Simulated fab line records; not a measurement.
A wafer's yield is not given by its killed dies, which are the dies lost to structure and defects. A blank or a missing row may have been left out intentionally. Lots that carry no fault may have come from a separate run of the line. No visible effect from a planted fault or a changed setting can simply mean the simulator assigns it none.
Chamber matching / flow n5-finfet / uv-cure-01 running N5_BEOL_M11_CURE_72: 3 sister chambers
The step cures SiCOH lowk, time 120 s. 20 wafers are shown with their chamber, then 10 later ones without.

## WAFERS WITH THEIR CHAMBER
wafer=L074.1; chamber=0; wafer_temp_C_max=372.0; lamp-power-pct (%)=52.27
wafer=L074.4; chamber=0; wafer_temp_C_max=372.4; lamp-power-pct (%)=52.34
wafer=L074.6; chamber=0; wafer_temp_C_max=372.9; lamp-power-pct (%)=52.29
wafer=L078.2; chamber=1; wafer_temp_C_max=371.0; lamp-power-pct (%)=52.32
wafer=L078.3; chamber=1; wafer_temp_C_max=371.0; lamp-power-pct (%)=52.28
wafer=L078.6; chamber=1; wafer_temp_C_max=370.8; lamp-power-pct (%)=52.36
wafer=L080.2; chamber=1; wafer_temp_C_max=371.2; lamp-power-pct (%)=52.27
wafer=L080.4; chamber=1; wafer_temp_C_max=371.1; lamp-power-pct (%)=52.30
wafer=L080.5; chamber=1; wafer_temp_C_max=372.0; lamp-power-pct (%)=52.34
wafer=L082.1; chamber=2; wafer_temp_C_max=371.5; lamp-power-pct (%)=52.29
wafer=L082.3; chamber=2; wafer_temp_C_max=371.5; lamp-power-pct (%)=52.37
wafer=L082.4; chamber=2; wafer_temp_C_max=370.9; lamp-power-pct (%)=52.36
wafer=L084.1; chamber=2; wafer_temp_C_max=371.3; lamp-power-pct (%)=52.34
wafer=L084.3; chamber=2; wafer_temp_C_max=371.5; lamp-power-pct (%)=52.27
wafer=L084.4; chamber=2; wafer_temp_C_max=371.3; lamp-power-pct (%)=52.27
wafer=L087.1; chamber=2; wafer_temp_C_max=371.9; lamp-power-pct (%)=52.32
wafer=L087.2; chamber=2; wafer_temp_C_max=371.9; lamp-power-pct (%)=52.41
wafer=L087.5; chamber=2; wafer_temp_C_max=371.7; lamp-power-pct (%)=52.24
wafer=L076.1; chamber=2; wafer_temp_C_max=371.5; lamp-power-pct (%)=52.30
wafer=L076.2; chamber=2; wafer_temp_C_max=371.4; lamp-power-pct (%)=52.40

SIGNATURES (averages over the wafers above)
reading=wafer_temp_C_max; chamber 0=372.433; chamber 1=371.183; chamber 2=371.491; scatter within a chamber=0.352
reading=lamp-power-pct; chamber 0=52.3000; chamber 1=52.3117; chamber 2=52.3245; scatter within a chamber=0.0486
Rule: for each reading, subtract the chamber's mean from the wafer's reading, divide by that reading's scatter and square the result; add these up over the readings and take the root, which gives the wafer's distance from the chamber. The wafer belongs to the nearest chamber; if the next one is less than 2 further off, it can't be placed. The scatter: the root of (the sum of the squares of (reading less its chamber's mean) over the shown wafers, divided by (wafers less chambers)).

## WAFERS WITH NO CHAMBER GIVEN
wafer=L076.5; wafer_temp_C_max=372.4; lamp-power-pct (%)=52.32
wafer=L076.3; wafer_temp_C_max=371.9; lamp-power-pct (%)=52.26
wafer=L076.4; wafer_temp_C_max=372.0; lamp-power-pct (%)=52.31
wafer=L076.6; wafer_temp_C_max=371.2; lamp-power-pct (%)=52.34
wafer=L088.1; wafer_temp_C_max=372.1; lamp-power-pct (%)=52.37
wafer=L088.4; wafer_temp_C_max=372.1; lamp-power-pct (%)=52.45
wafer=L088.5; wafer_temp_C_max=372.3; lamp-power-pct (%)=52.31
wafer=L088.2; wafer_temp_C_max=371.7; lamp-power-pct (%)=52.23
wafer=L088.3; wafer_temp_C_max=371.8; lamp-power-pct (%)=52.30
wafer=L088.6; wafer_temp_C_max=372.5; lamp-power-pct (%)=52.30

## EACH ONE'S CHAMBER
wafer=L076.5; from the rows above=0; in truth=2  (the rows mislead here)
wafer=L076.3; from the rows above=can't be placed: 0 or 2 or 1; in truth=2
wafer=L076.4; from the rows above=can't be placed: 0 or 2 or 1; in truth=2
wafer=L076.6; from the rows above=can't be placed: 1 or 2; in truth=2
wafer=L088.1; from the rows above=can't be placed: 0 or 2 or 1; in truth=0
wafer=L088.4; from the rows above=can't be placed: 2 or 0 or 1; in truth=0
wafer=L088.5; from the rows above=can't be placed: 0 or 2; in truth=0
wafer=L088.2; from the rows above=can't be placed: 2 or 1 or 0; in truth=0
wafer=L088.3; from the rows above=can't be placed: 2 or 1 or 0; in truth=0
wafer=L088.6; from the rows above=0; in truth=0
1 of 10 placed correctly. Cannot be placed on the basis of these rows: 8; the candidates contain the true chamber in 8. Placed wrongly: 1.
